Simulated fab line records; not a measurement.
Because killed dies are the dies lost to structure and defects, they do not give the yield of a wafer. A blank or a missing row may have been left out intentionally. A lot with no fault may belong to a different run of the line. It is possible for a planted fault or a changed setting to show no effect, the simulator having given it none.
Chamber matching :: flow nand_harc :: NHARC_A_STAIRCASE_DESCUM_270 on rie_diel-02: 4 sister chambers
The step chemistry O2, time 3 s. 4 wafers are shown with their chamber, then 6 later ones without.

## WAFERS PAIRED WITH THEIR CHAMBERS
wafer: L078.2
chamber: 2
drypump_motor_current_A (A): 4.8

wafer: L086.2
chamber: 1
drypump_motor_current_A (A): 6.1

wafer: L088.1
chamber: 3
drypump_motor_current_A (A): 6.0

wafer: L088.4
chamber: 0
drypump_motor_current_A (A): 5.5

## WAFERS WHOSE CHAMBER IS MISSING
wafer: L090.1
drypump_motor_current_A (A): 6.0

wafer: L090.3
drypump_motor_current_A (A): 4.8

wafer: L090.4
drypump_motor_current_A (A): 5.6

wafer: L092.1
drypump_motor_current_A (A): 5.6

wafer: L092.2
drypump_motor_current_A (A): 4.8

wafer: L092.4
drypump_motor_current_A (A): 6.0

## WHICH CHAMBER EACH WENT THROUGH
wafer: L090.1
from the rows above: can't be placed: 3 or 1
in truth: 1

wafer: L090.3
from the rows above: 2
in truth: 2

wafer: L090.4
from the rows above: 0
in truth: 0

wafer: L092.1
from the rows above: 0
in truth: 0

wafer: L092.2
from the rows above: 2
in truth: 2

wafer: L092.4
from the rows above: can't be placed: 3 or 1
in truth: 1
4 of 6 placed correctly. Cannot be placed on the basis of these rows: 2; the candidates contain the true chamber in 2. Number placed wrongly: 0.
How it was worked out, from the rows above alone: a wafer's distance from a chamber is the root of the sum, over the readings, of the square of ((its reading less the chamber's mean) divided by the reading's scatter). The wafer belongs to the nearest chamber; if the next one is less than 2 further off, it can't be placed. For every chamber, the mean is computed from those of its wafers that are shown. The scatter: root of mean squared gap, hidden wafer to nearest shown wafer, with one shown wafer a chamber.
